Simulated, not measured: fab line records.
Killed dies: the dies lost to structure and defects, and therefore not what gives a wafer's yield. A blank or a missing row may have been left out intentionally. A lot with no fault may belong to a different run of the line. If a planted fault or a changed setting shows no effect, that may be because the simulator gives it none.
fab line records    flow nandHarc    part 2 of 2: steps 5 to 6 of 6
record: lots: 21  wafers: 63  lastDay: 24
route steps=1159 shown A_STAIRCASE@583
lots that met no fault: taken from a fault-free run of the same line
startH: hours from the record's first day to the start of the lot's first wafer shown    waitH: hours elapsed since this lot's preceding step    " as in the row above    L1.1+2: a single row standing in for several wafers    - no value present, or no start provided    * or withheld: withheld    < > ~ a bound
route shown NAME@n: NAME is a module with steps in the file, n the number in the route of the first one    usual: average and standard deviation across the fault-free wafers    same: alike in all rows    chamber/n: place in a boat    sites: each site's reading    _std_site: how widely they spread, as a standard deviation    _edge_site: the outer-site mean with the inner-site mean subtracted    radiusMm: how far each site lies from the wafer's centre    mask NAME#n: copy n    behind: the last tool/chamber to shape the wafer    hold: the reason the lot was held/the length of the hold in hours/how it ended    device: transistor that didn't switch, given as n, p or np    end of line: tests run on the same wafers once the route is complete    where a step has no rows: the recipe by itself    killed: the dies lost at the first sort to structure and to defects; this is not the yield of the wafer    map: per-die view of a wafer (x killed, . not killed, _ where there is no die)
set.NAME: the setting as run; set.NAME@STEP: as run at that earlier step    model.NAME: the simulator's own value behind a step, which no gauge read
the route's steps for a sample of lots (tables are steps, rows are wafers)
services: a tool's chamber out of use, with start hour (startH, from the record's first day; less than 0 if before it), hours out, and reason
== steps ==
step: NHARC_A_STAIRCASE_ETCH_221
recipe: targetDepthA: 1000  timeS: 40.5  ionEnergyEv: 400  c4f8FlowSccm: 20  o2FlowSccm: 10  arFlowSccm: withheld  rfW: 600  biasW: 1000  chemistry: C4F8/O2
usual: oesProductAu: 0.937/0.013  rfVppV: 896/5.8
lot.wafer  tool        chamber  startH  waitH  oesProductAu  rfHoursCounterH  rfVppV
L074.4     rieDiel-03  1        -       -      0.918         6                904
L074.6     "           3        "       "      0.927         -                900
L074.5     "           0        "       "      0.917         -                900
L076.2     rieDiel-07  2        -       -      0.949         6                890
L076.1     "           3        "       "      0.949         5                899
L076.6     "           3        "       "      0.957         -                898
L075.4     rieDiel-03  2        -       -      0.921         14               899
L075.2     "           1        "       "      0.929         13               904
L075.6     "           2        "       "      0.933         -                898
L077.1     rieDiel-07  3        -       -      0.930         6                899
L077.2     "           0        "       "      0.926         6                906
L077.5     "           3        "       "      0.939         -                900
L079.1     rieDiel-07  1        -       -      0.934         10               888
L079.3     "           2        "       "      0.935         9                891
L079.6     "           1        "       "      0.931         -                887
L080.3     rieDiel-03  1        -       -      0.937         14               904
L080.2     "           2        "       "      0.943         16               899
L080.6     "           1        "       "      0.938         -                904
L078.4     rieDiel-03  2        -       -      0.932         19               898
L078.3     "           3        "       "      0.935         19               901
L078.2     "           1        "       "      0.930         18               904
L081.4     rieDiel-02  0        -       -      0.965         49               894
L081.2     "           1        "       "      0.962         50               889
L081.3     "           2        "       "      0.939         43               889
L083.2     rieDiel-02  1        -       -      0.964         53               887
L083.1     "           2        "       "      0.938         46               888
L083.5     "           3        "       "      0.950         -                890
L084.3     rieDiel-07  3        -       -      0.946         19               898
L084.6     "           1        "       "      0.951         -                887
L084.5     "           2        "       "      0.954         -                890
L085.4     rieDiel-02  3        -       -      0.926         58               891
L085.1     "           2        "       "      0.928         54               889
L085.6     "           0        "       "      0.934         -                892
L086.4     rieDiel-03  0        -       -      0.934         37               899
L086.2     "           2        "       "      0.929         39               899
L086.1     "           3        "       "      0.928         40               899
L088.2     rieDiel-02  0        -       -      0.935         63               894
L088.4     "           2        "       "      0.924         58               886
L088.5     "           3        "       "      0.929         -                891
L089.1     rieDiel-03  3        -       -      0.937         48               899
L089.5     "           3        "       "      0.939         -                899
L089.4     "           0        "       "      0.940         -                897
L092.3     rieDiel-03  3        -       -      0.922         51               899
L092.2     "           1        "       "      0.918         51               904
L092.6     "           3        "       "      0.917         -                898
L091.4     rieDiel-03  0        -       -      0.945         49               898
L091.6     "           1        "       "      0.949         -                904
L091.5     "           2        "       "      0.933         -                899
L094.2     rieDiel-03  3        -       -      0.916         56               900
L094.3     "           0        "       "      0.922         54               897
L094.4     "           1        "       "      0.919         57               904
L095.2     rieDiel-07  2        -       -      0.966         44               888
L095.3     "           3        "       "      0.932         37               897
L095.1     "           0        "       "      0.941         40               904
L093.4     rieDiel-03  2        -       -      0.939         56               897
L093.1     "           0        "       "      0.920         59               899
L093.3     "           1        "       "      0.925         61               904
L096.2     rieDiel-02  0        -       -      0.939         18               892
L096.6     "           0        "       "      0.937         -                892
L096.5     "           1        "       "      0.952         -                888
L097.3     rieDiel-07  3        -       -      0.931         45               897
L097.1     "           1        "       "      0.917         52               888
L097.5     "           0        "       "      0.929         -                904
step: NHARC_A_STAIRCASE_TRIM_233
recipe: timeS: 211.2  o2FlowSccm: 500  arFlowSccm: 0  biasW: 0  chemistry: O2
usual: drypumpMotorCurrentA: 5.7/0.38  o2FlowSccm: 500.1/1.4  oesProductAu: 0.999/0.0072  rfVppV: 57.7/0.9  showerheadPlenumPTorr: 3.46/0.17  throttleValvePct: 17.037/0.0096
lot.wafer  tool        chamber  startH  waitH  drypumpMotorCurrentA  o2FlowSccm  oesProductAu  rfHoursCounterH  rfVppV  showerheadPlenumPTorr  throttleValvePct
L074.4     rieDiel-07  3        -       -      5.7                   500.0       0.989         0                58.8    3.62                   17.035
L074.6     "           1        "       "      5.6                   497.0       0.992         -                57.9    3.33                   17.054
L074.5     "           2        "       "      6.1                   502.6       1.006         -                57.7    3.37                   17.029
L076.2     rieDiel-07  3        -       -      5.7                   501.0       0.996         6                58.5    3.61                   17.049
L076.1     "           0        "       "      6.3                   499.9       0.984         6                57.3    3.80                   17.045
L076.6     "           2        "       "      6.1                   499.8       0.996         -                57.5    3.36                   17.044
L075.2     rieDiel-03  2        -       -      5.7                   497.5       1.001         15               57.9    3.60                   17.037
L075.4     "           3        "       "      6.1                   502.4       0.998         15               58.6    3.63                   17.039
L075.6     "           2        "       "      5.8                   499.8       1.006         -                58.0    3.60                   17.030
L077.1     rieDiel-07  2        -       -      6.1                   500.9       1.000         8                58.1    3.36                   17.032
L077.2     "           0        "       "      6.3                   498.2       0.995         6                58.6    3.80                   17.041
L077.5     "           3        "       "      5.7                   501.2       0.996         -                57.6    3.61                   17.048
L080.3     rieDiel-02  0        -       -      5.9                   499.3       1.001         42               57.7    3.45                   17.050
L080.2     "           3        "       "      5.0                   500.5       0.991         40               56.6    3.38                   17.038
L080.6     "           1        "       "      5.4                   498.8       0.996         -                58.9    3.33                   17.042
L079.3     rieDiel-02  3        -       -      5.0                   499.6       1.001         41               57.9    3.38                   17.047
L079.1     "           0        "       "      5.9                   499.4       1.004         42               58.1    3.45                   17.036
L079.6     "           3        "       "      5.0                   500.8       1.000         -                57.6    3.38                   17.026
L078.3     rieDiel-07  0        -       -      6.3                   496.7       0.999         10               58.5    3.80                   17.043
L078.2     "           1        "       "      5.6                   499.3       0.991         14               56.7    3.33                   17.047
L078.4     "           3        "       "      5.7                   499.0       1.000         12               59.3    3.61                   17.022
L081.3     rieDiel-02  1        -       -      5.4                   502.5       1.017         51               56.3    3.32                   17.030
L081.4     "           2        "       "      5.4                   501.4       0.984         44               56.8    3.32                   17.032
L081.2     "           3        "       "      5.0                   497.9       0.994         49               57.6    3.38                   17.023
L083.2     rieDiel-02  0        -       -      5.9                   501.0       1.000         53               56.9    3.45                   17.044
L083.1     "           1        "       "      5.4                   496.0       1.003         54               57.9    3.32                   17.035
L083.5     "           1        "       "      5.4                   499.5       1.022         -                57.7    3.32                   17.036
L084.3     rieDiel-07  1        -       -      5.6                   500.0       0.993         21               56.6    3.32                   17.021
L084.6     "           0        "       "      6.3                   500.3       0.993         -                59.0    3.80                   17.050
L084.5     "           1        "       "      5.6                   498.8       0.990         -                57.6    3.32                   17.040
L085.1     rieDiel-02  0        -       -      5.9                   501.3       0.999         60               57.0    3.44                   17.034
L085.4     "           2        "       "      5.3                   500.6       0.999         55               57.4    3.32                   17.036
L085.6     "           0        "       "      5.9                   500.9       1.009         -                56.7    3.44                   17.053
L086.1     rieDiel-02  1        -       -      5.4                   499.9       1.011         63               56.8    3.32                   17.038
L086.4     "           3        "       "      5.0                   499.5       0.988         61               58.1    3.37                   17.038
L086.2     "           0        "       "      5.9                   499.9       1.005         62               59.2    3.44                   17.021
L088.4     rieDiel-02  3        -       -      5.0                   497.6       0.987         63               56.1    3.37                   17.034
L088.2     "           0        "       "      5.9                   501.4       0.998         64               58.7    3.44                   17.038
L088.5     "           0        "       "      5.9                   499.4       1.006         -                58.3    3.44                   17.029
L089.1     rieDiel-03  0        -       -      5.5                   501.2       1.007         46               57.9    3.58                   17.047
L089.4     "           1        "       "      5.8                   501.5       1.003         -                57.6    3.75                   17.029
L089.5     "           0        "       "      5.5                   501.2       1.004         -                57.3    3.58                   17.026
L092.3     rieDiel-02  0        -       -      5.9                   499.5       0.999         6                57.3    3.44                   17.018
L092.2     "           1        "       "      5.4                   498.6       1.008         5                58.6    3.31                   17.016
L092.6     "           3        "       "      5.0                   500.4       0.995         -                57.9    3.37                   17.032
L091.6     rieDiel-07  0        -       -      6.3                   501.4       0.998         -                58.8    3.79                   17.052
L091.4     "           1        "       "      5.6                   500.4       0.988         -                55.8    3.31                   17.038
L091.5     "           2        "       "      6.0                   499.8       1.016         -                58.2    3.35                   17.029
L094.4     rieDiel-02  2        -       -      5.4                   500.7       0.993         10               56.8    3.31                   17.042
L094.3     "           3        "       "      5.0                   501.6       0.989         10               58.8    3.36                   17.034
L094.2     "           0        "       "      5.9                   498.9       0.984         12               58.9    3.43                   17.036
L095.1     rieDiel-02  2        -       -      5.4                   499.9       1.008         11               56.5    3.31                   17.048
L095.3     "           3        "       "      5.0                   500.9       1.001         11               58.6    3.36                   17.025
L095.2     "           0        "       "      5.9                   501.0       1.004         13               57.4    3.43                   17.031
L093.3     rieDiel-03  1        -       -      5.8                   497.0       0.986         63               58.4    3.74                   17.021
L093.1     "           3        "       "      6.1                   502.6       1.001         64               57.9    3.60                   17.026
L093.4     "           0        "       "      5.5                   500.5       0.983         61               58.6    3.57                   17.018
L096.2     rieDiel-07  1        -       -      5.6                   501.2       0.990         51               56.7    3.31                   17.025
L096.5     "           3        "       "      5.7                   500.3       1.006         -                58.0    3.59                   17.040
L096.6     "           0        "       "      6.3                   498.8       0.999         -                57.9    3.78                   17.037
L097.1     rieDiel-07  2        -       -      6.1                   500.1       1.003         48               58.4    3.34                   17.021
L097.3     "           3        "       "      5.6                   500.4       1.001         45               59.1    3.59                   17.033
L097.5     "           1        "       "      5.6                   500.9       0.999         -                56.8    3.31                   17.029
== services ==
tool        chamber  startH  hours  kind
rieDiel-02  0        208.92  -      clean
rieDiel-02  1        208.92  -      clean
rieDiel-02  2        208.92  -      clean
rieDiel-02  3        208.92  -      clean
rieDiel-03  -        215.30  9.0    pm
rieDiel-03  0        224.77  8.1    repair
rieDiel-07  -        228.37  9.0    pm
rieDiel-02  0        233.90  -      clean
rieDiel-02  1        233.90  -      clean
rieDiel-02  2        233.90  -      clean
rieDiel-02  3        233.90  -      clean
rieDiel-07  0        241.42  3.2    repair
rieDiel-03  1        245.13  1.9    repair
rieDiel-02  2        254.31  11.7   repair
rieDiel-02  0        258.47  -      clean
rieDiel-02  1        258.47  -      clean
rieDiel-02  3        258.47  -      clean
rieDiel-02  0        282.97  -      clean
rieDiel-02  1        282.97  -      clean
rieDiel-02  2        282.97  -      clean
rieDiel-07  3        320.10  10.3   repair
rieDiel-02  -        328.11  9.0    pm
rieDiel-07  -        349.49  0.6    repair
rieDiel-07  2        373.39  6.5    repair
